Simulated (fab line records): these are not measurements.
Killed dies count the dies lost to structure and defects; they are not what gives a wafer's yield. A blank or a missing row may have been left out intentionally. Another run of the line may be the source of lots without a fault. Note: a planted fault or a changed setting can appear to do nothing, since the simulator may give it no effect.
fab line records	flow nand-harc
record lots=11	wafers=33	last-day=34
route steps=1302 shown A_BONDPAD@1223 THIN_TSV@1262 END@1302
lots that met no fault: from a run of the same line without faults
start-h: hours from the record's opening day to when the first of the lot's shown wafers began	wait-h: time in hours since the lot's previous step	" repeats the value in the row above	L1.1+2: a single row standing in for several wafers	- no value present, or no start provided	* or withheld: withheld	< > ~ a bound
route shown NAME@n: a module of which the file shows steps, and the number in the route of the first	usual: average and standard deviation across the fault-free wafers	same: alike in all rows	chamber/n: place in a boat	sites: readings site by site	_std_site: how widely they spread, as a standard deviation	_edge_site: outer sites' mean less inner sites'	radius-mm: for every site, how far away it sits from the centre of the wafer	mask NAME#n: copy n	behind: tool/chamber where the wafer was last shaped	hold: cause of the lot's hold/its duration in hours/its outcome	device: whichever transistor did not switch (one of n, p or np)	end of line: the same wafers' tests at the end of the route	step lacking rows: just its recipe	killed: count of dies lost to structure and defects at first sort (not the wafer's yield)	map: a wafer's dies, marking killed ones x, the rest . and places with no die _
set.NAME: the setting as run; set.NAME@STEP: as run at that earlier step	model.NAME: the simulator's own value behind a step, which no gauge read
steps of the route over a sample of lots; a table a step, a row a wafer
services: a tool's chamber out of use, with start hour (start-h, from the record's first day; less than 0 if before it), hours out, and reason
## steps
# step NHARC_A_BONDPAD_ETCH_24
# recipe target-depth-a=300	over-etch-frac=0.3	time-s=72.99	ion-energy-ev=150	cf4-flow-sccm=50	n2-flow-sccm=100	ar-flow-sccm=150	rf-w=300	bias-w=100	chemistry=CF4/N2
# usual drypump-motor-current-A=5.8/0.37	oes-product-au=1.001/0.01	rf-vpp-V=314.3/2.4	showerhead-plenum-p-Torr=2.63/0.13	throttle-valve-pct=19.795/0.0098
lot.wafer	tool	chamber	start-h	wait-h	drypump-motor-current-A	oes-product-au	rf-hours-counter-h	rf-vpp-V	showerhead-plenum-p-Torr	throttle-valve-pct
L756.4	rie-diel-08	1	-	-	5.5	1.014	50	316.4	2.79	19.801
L756.6	"	3	"	"	5.9	0.990	-	313.3	2.55	19.795
L756.5	"	0	"	"	5.8	1.000	-	311.9	2.43	19.797
L758.2	rie-diel-03	0	-	-	5.7	1.004	2	312.2	2.68	19.800
L758.1	"	2	"	"	6.0	1.007	2	317.4	2.80	19.810
L758.5	"	0	"	"	5.8	1.003	-	315.2	2.68	19.799
L760.3	rie-diel-03	1	-	-	6.5	1.002	2	312.0	2.52	19.798
L760.1	"	3	"	"	5.1	0.990	2	312.8	2.53	19.800
L760.6	"	0	"	"	5.8	0.992	-	313.3	2.68	19.781
L761.1	rie-diel-03	2	-	-	5.9	0.990	2	317.2	2.80	19.811
L761.3	"	1	"	"	6.5	0.987	2	312.6	2.52	19.796
L761.5	"	3	"	"	5.1	0.985	-	312.2	2.53	19.789
L764.2	rie-diel-03	0	-	-	5.7	1.010	4	315.8	2.68	19.793
L764.4	"	3	"	"	5.1	0.983	4	313.3	2.53	19.790
L764.5	"	1	"	"	6.4	1.012	-	313.5	2.52	19.788
L767.3	rie-diel-03	2	-	-	5.9	1.007	4	318.9	2.80	19.790
L767.5	"	1	"	"	6.5	1.003	-	311.0	2.52	19.787
L767.6	"	2	"	"	5.9	0.993	-	317.6	2.80	19.799
L768.2	rie-diel-05	3	-	-	5.6	0.994	10	312.2	2.47	19.794
L768.5	"	1	"	"	5.4	0.997	-	315.0	2.70	19.813
L768.6	"	2	"	"	5.7	1.014	-	318.5	2.83	19.781
L769.1	rie-diel-08	0	-	-	5.8	1.000	31	317.6	2.82	19.804
L769.5	"	1	"	"	5.5	1.012	-	315.3	2.77	19.792
L769.6	"	2	"	"	5.9	0.992	-	310.9	2.47	19.793
L776.4	rie-diel-03	0	-	-	5.7	0.987	2	315.5	2.67	19.783
L776.2	"	3	"	"	5.1	0.996	2	311.3	2.53	19.806
L776.5	"	1	"	"	6.4	0.981	-	313.1	2.52	19.803
L778.1	rie-diel-08	3	-	-	5.9	1.002	1	313.1	2.53	19.808
L778.3	"	0	"	"	5.7	0.997	1	317.4	2.81	19.798
L778.2	"	1	"	"	5.5	1.002	2	317.6	2.76	19.792
L779.2	rie-diel-05	1	-	-	5.4	1.015	2	315.1	2.70	19.787
L779.1	"	2	"	"	5.7	1.016	3	317.5	2.82	19.788
L779.3	"	3	"	"	5.7	1.017	2	310.6	2.47	19.784
# step NHARC_A_BONDPAD_THK_MEAS_20
# recipe thk-meas-gauge=xrf
# usual thk-nm=170.3/1.4
lot.wafer	tool	chamber	start-h	wait-h	thk-nm
L756.4	film-metro-02	-	530.42	-	170.1
L756.5	"	-	"	"	172.5
L756.6	"	-	"	"	170.3
L758.1	film-metro-01	-	543.12	-	171.7
L758.2	"	-	"	"	170.4
L758.5	"	-	"	"	172.9
L760.1	film-metro-01	-	555.35	-	170.1
L760.3	"	-	"	"	169.1
L760.6	"	-	"	"	168.0
L761.1	film-metro-01	-	563.70	-	170.1
L761.3	"	-	"	"	169.4
L761.5	"	-	"	"	172.9
L764.2	film-metro-02	-	616.52	-	168.3
L764.4	"	-	"	"	168.6
L764.5	"	-	"	"	169.3
L767.3	film-metro-01	-	629.14	-	170.1
L767.5	"	-	"	"	168.8
L767.6	"	-	"	"	169.2
L768.2	film-metro-01	-	658.44	-	170.2
L768.5	"	-	"	"	171.1
L768.6	"	-	"	"	170.3
L769.1	film-metro-02	-	659.11	-	169.6
L769.5	"	-	"	"	168.2
L769.6	"	-	"	"	170.9
L776.2	film-metro-01	-	733.79	-	171.7
L776.4	"	-	"	"	172.3
L776.5	"	-	"	"	170.8
L778.1	film-metro-02	-	746.77	-	168.5
L778.2	"	-	"	"	169.7
L778.3	"	-	"	"	169.3
L779.1	film-metro-02	-	786.50	-	171.7
L779.2	"	-	"	"	171.7
L779.3	"	-	"	"	169.0
# step NHARC_THIN_TSV_ETCH_44
# recipe target-depth-a=15942	time-s=797.1	cf4-flow-sccm=150	o2-flow-sccm=10	ar-flow-sccm=0	rf-w=300	bias-w=800	chemistry=CF4/O2
# usual drypump-motor-current-A=5.6/0.54	oes-product-au=0.997/0.01	rf-vpp-V=792/5.5	showerhead-plenum-p-Torr=1.80/0.085	throttle-valve-pct=16.913/0.0085
lot.wafer	tool	chamber	start-h	wait-h	drypump-motor-current-A	oes-product-au	rf-hours-counter-h	rf-vpp-V	showerhead-plenum-p-Torr	throttle-valve-pct
L756.4	rie-diel-11	2	542.07	0.1	6.3	0.993	6.5	791	1.77	16.918
L756.5	"	2	"	"	6.3	0.994	-	792	1.77	16.903
L756.6	"	3	"	"	4.9	0.992	-	788	1.74	16.909
L758.1	rie-diel-11	0	557.07	0.1	6.0	0.987	8.0	789	1.74	16.928
L758.2	"	1	"	"	5.6	0.990	8.4	794	1.83	16.924
L758.5	"	0	"	"	6.0	1.005	-	788	1.74	16.915
L760.1	rie-diel-12	2	570.13	0.1	6.0	0.998	4.2	798	1.88	16.897
L760.3	"	0	"	"	5.7	1.007	3.9	787	1.72	16.902
L760.6	"	2	"	"	6.0	1.003	-	797	1.88	16.906
L761.1	rie-diel-12	3	579.15	0.1	6.0	0.993	4.0	787	1.74	16.922
L761.3	"	0	"	"	5.7	1.009	4.2	787	1.72	16.918
L761.5	"	2	"	"	6.0	1.009	-	798	1.88	16.905
L764.4	rie-diel-09	2	630.67	0.1	6.3	1.017	7.8	799	1.91	16.915
L764.2	"	3	"	"	5.0	0.995	9.1	787	1.71	16.906
L764.5	"	2	"	"	6.3	1.013	-	799	1.91	16.919
L767.3	rie-diel-11	0	644.44	0.2	5.9	0.987	0.6	787	1.73	16.907
L767.5	"	1	"	"	5.6	0.983	-	795	1.83	16.921
L767.6	"	2	"	"	6.3	0.992	-	791	1.77	16.906
L768.2	rie-diel-11	3	673.38	0.1	4.9	0.979	3.5	789	1.74	16.904
L768.6	"	3	"	"	4.9	0.987	-	788	1.74	16.910
L768.5	"	0	"	"	5.9	0.996	-	788	1.73	16.915
L769.1	rie-diel-11	1	674.75	0.2	5.6	0.982	2.8	793	1.83	16.905
L769.5	"	2	"	"	6.3	1.002	-	789	1.77	16.929
L769.6	"	3	"	"	4.9	0.991	-	789	1.74	16.898
L776.2	rie-diel-12	2	749.29	0.2	6.0	1.010	5.3	797	1.88	16.916
L776.4	"	3	"	"	6.0	0.990	5.7	788	1.74	16.907
L776.5	"	0	"	"	5.6	1.019	-	788	1.72	16.899
L778.3	rie-diel-09	2	765.24	0.1	6.3	1.003	5.6	799	1.91	16.911
L778.1	"	3	"	"	5.0	0.981	5.6	789	1.71	16.929
L778.2	"	1	"	"	4.7	1.008	5.1	788	1.71	16.924
L779.1	rie-diel-11	3	799.42	0.2	4.9	0.987	0.3	788	1.74	16.922
L779.3	"	0	"	"	5.9	1.001	0.3	788	1.73	16.912
L779.2	"	1	"	"	5.6	0.989	0.3	796	1.83	16.908
# step NHARC_THIN_TSV_ETCH_36
# recipe target-depth-a=650	over-etch-frac=0.3	time-s=18.571	ion-energy-ev=150	chemistry=Cl2/BCl3
# usual drypump-motor-current-A=6.0/0.49	oes-product-au=0.998/0.011
lot.wafer	tool	chamber	start-h	wait-h	drypump-motor-current-A	oes-product-au	rf-hours-counter-h
L756.4	rie-metal-02	1	548.28	0.2	6.2	1.024	-
L756.6	"	0	"	"	5.2	0.986	-
L756.5	"	1	"	"	6.2	1.018	-
L758.1	rie-metal-01	1	563.22	0.2	6.3	1.005	2.5
L758.2	"	0	"	"	5.3	1.001	2.5
L758.5	"	0	"	"	5.3	1.001	-
L760.1	rie-metal-02	1	576.32	0.2	6.2	1.014	2.6
L760.3	"	1	"	"	6.1	1.011	-
L760.6	"	1	"	"	6.1	1.027	-
L761.1	rie-metal-03	0	585.35	0.2	6.6	0.995	0.9
L761.3	"	1	"	"	5.9	0.988	-
L761.5	"	0	"	"	6.6	1.005	-
L764.2	rie-metal-01	1	636.95	0.2	6.3	0.991	1.0
L764.4	"	0	"	"	5.3	1.006	-
L764.5	"	0	"	"	5.3	0.995	-
L767.3	rie-metal-03	0	650.52	0.2	6.6	1.004	-
L767.6	"	0	"	"	6.6	1.004	-
L767.5	"	1	"	"	5.9	0.980	-
L768.2	rie-metal-01	0	679.59	0.2	5.3	0.995	1.6
L768.5	"	1	"	"	6.3	0.998	-
L768.6	"	0	"	"	5.3	0.998	-
L769.1	rie-metal-03	1	680.80	0.2	5.9	0.981	2.7
L769.5	"	0	"	"	6.6	0.998	-
L769.6	"	1	"	"	5.9	0.981	-
L776.2	rie-metal-03	0	755.52	0.2	6.6	0.837	1.2
L776.4	"	0	"	"	6.6	1.001	-
L776.5	"	1	"	"	5.9	0.819	-
L778.1	rie-metal-03	1	771.53	0.2	5.9	0.993	1.4
L778.2	"	0	"	"	6.6	0.847	1.4
L778.3	"	1	"	"	5.9	0.828	-
L779.2	rie-metal-02	1	805.66	0.2	6.1	1.003	3.5
L779.1	"	0	"	"	5.2	0.994	1.5
L779.3	"	1	"	"	6.2	1.001	-
# step NHARC_END_SORT_01
# recipe temp-c=25
# usual defect-limited-yield=91.6/2.8	killed-at-array=52/18	killed-at-other=0.6/0.83	killed-at-periphery=4.3/2.8	killed-dies=57/19	killed-open=3.4/2	killed-short=2.5/1.7	sort_bin_2_pct=3.0/1.1	sort_bin_3_pct=0.6/0.41	sort_bin_4_pct=4.7/1.6	sort-n-pass=620/19	sort-rim-yield-pct=91/3.7	sort-yield-pct=91.6/2.8
# same gross-dies=677	sort_bin_5_pct[%]=0	sort_bin_6_pct[%]=0	sort_bin_7_pct[%]=0	sort_bin_8_pct[%]=0	sort-rim-n-gross=106.00
lot.wafer	tool	chamber	start-h	wait-h	defect-limited-yield[%]	killed-at-array	killed-at-other	killed-at-periphery	killed-dies	killed-open	killed-short	sort_bin_2_pct[%]	sort_bin_3_pct[%]	sort_bin_4_pct[%]	sort-n-pass	sort-rim-yield-pct[%]	sort-yield-pct[%]
L764.2	prober-02	0	646.41	2.8	90.0	66	1	1	68	4	2	4.0	0.9	5.2	609	93	90.0
L764.4	prober-02	0	647.98	3.4	91.3	55	1	3	59	6	4	3.7	0.9	4.1	618	88	91.3
L764.5	prober-02	0	648.76	3.6	89.8	66	2	1	69	4	2	3.4	0.1	6.6	608	92	89.8
L768.2	prober-01	0	689.02	2.8	93.6	37	1	5	43	4	3	2.7	0	3.7	634	88	93.6
L768.5	prober-01	0	691.41	3.7	94.8	31	0	4	35	4	2	3.2	0.4	1.5	642	92	94.8
L768.6	prober-01	0	692.21	4.0	95.0	25	1	8	34	3	2	2.1	0	3.0	643	91	95.0
# killed by level:class
L764.2 A_CHANNEL_HOLE_D2:chamber-film-flake=32 A_SLIT:chamber-film-flake=18 A_CONTACT:chamber-film-flake=7 A_CHANNEL_HOLE_D1:chamber-film-flake=3 A_CHANNEL_HOLE_D2:geometric-particle:open=2 P_GATE:geometric-particle:open=1 A_ONON_D1:geometric-particle:short=1 A_SGD_CUT:geometric-particle:open=1
L764.4 A_CHANNEL_HOLE_D2:chamber-film-flake=29 A_SLIT:chamber-film-flake=14 A_CONTACT:chamber-film-flake=5 P_CONTACT:geometric-particle:open=2 A_ONON_D2:geometric-particle:open=2 P_M0:geometric-particle:short=1 A_ONON_D1:geometric-particle:short=1 A_STAIRCASE:geometric-particle:short=1
L764.5 A_CHANNEL_HOLE_D2:chamber-film-flake=38 A_SLIT:chamber-film-flake=15 A_CONTACT:chamber-film-flake=4 A_CHANNEL_HOLE_D1:chamber-film-flake=3 A_ONON_D1:geometric-particle:open=2 THIN_TSV:chamber-film-flake=2 P_GATE:geometric-particle:open=1 A_CHANNEL_FILL_D1:geometric-particle:open=1
L768.2 A_SLIT:chamber-film-flake=18 A_CHANNEL_HOLE_D1:chamber-film-flake=5 A_ONON_D1:geometric-particle:short=3 P_STI:chamber-film-flake=2 P_CONTACT:chamber-film-flake=2 A_CONTACT:chamber-film-flake=2 A_ONON_D1:geometric-particle:open=1 A_DECK1_JOINT:geometric-particle:open=1
L768.5 A_SLIT:chamber-film-flake=17 P_CONTACT:chamber-film-flake=3 A_BLC:geometric-particle:open=2 A_CHANNEL_HOLE_D1:chamber-film-flake=2 A_ONON_D1:geometric-particle:short=1 A_WL_FILL:geometric-particle:short=1 A_WL_FILL:geometric-particle:open=1 A_M0:geometric-particle:open=1
L768.6 A_SLIT:chamber-film-flake=12 P_CONTACT:chamber-film-flake=6 A_DECK1_JOINT:chamber-film-flake=2 A_STAIRCASE:chamber-film-flake=2 A_WL_FILL:chamber-film-flake=2 P_GATE:geometric-particle:open=1 A_CHANNEL_FILL_D1:geometric-particle:short=1 A_CHANNEL_FILL_D1:geometric-particle:open=1
## services
tool	chamber	start-h	hours	kind
rie-metal-03	-	519.00	9.0	pm
rie-diel-08	-	549.95	9.0	pm
rie-metal-03	-	557.76	0.6	repair
rie-diel-08	3	561.34	3.8	repair
rie-diel-08	2	573.35	5.6	repair
rie-metal-01	-	575.00	9.0	pm
rie-diel-03	1	589.43	14.7	repair
rie-diel-11	1	607.60	2.4	repair
rie-diel-11	-	609.50	9.0	pm
rie-diel-12	-	622.40	9.0	pm
rie-diel-03	0	630.32	13.4	repair
rie-metal-02	-	631.00	9.0	pm
rie-diel-03	-	635.30	9.0	pm
rie-diel-11	2	637.09	4.7	repair
rie-metal-02	0	667.23	60.8	repair
rie-diel-12	0	692.26	21.1	repair
rie-metal-03	-	696.00	9.0	pm
rie-diel-08	3	711.05	8.7	repair
rie-diel-11	1	750.78	4.1	repair
rie-diel-11	2	758.16	9.0	repair
rie-diel-03	2	761.54	18.8	repair
rie-metal-03	-	783.31	0.4	repair
rie-diel-11	-	786.50	9.0	pm
rie-diel-03	0	791.16	23.3	repair
## key
first-sign step=NHARC_THIN_TSV_ETCH_36	reading=oes-product-au	direction=down	sigmas=15	usual=0.998	struck=0.833
effect none on later readings
met-at NHARC_THIN_TSV_ETCH_36
struck-lots L776,L778
struck-wafers L776.2,L776.5,L778.2,L778.3
not-acting-at NHARC_A_BONDPAD_ETCH_24,NHARC_A_BONDPAD_THK_MEAS_20,NHARC_THIN_TSV_ETCH_44
onset-between 680.80 755.52
fault kind=process-parameter-drift	tool=rie-metal-03	chamber=-	onset-h=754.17	steps=NHARC_THIN_TSV_ETCH_36	channel=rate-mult	offset=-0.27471	shape=step	end-h=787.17	scope=struck-wafers-only
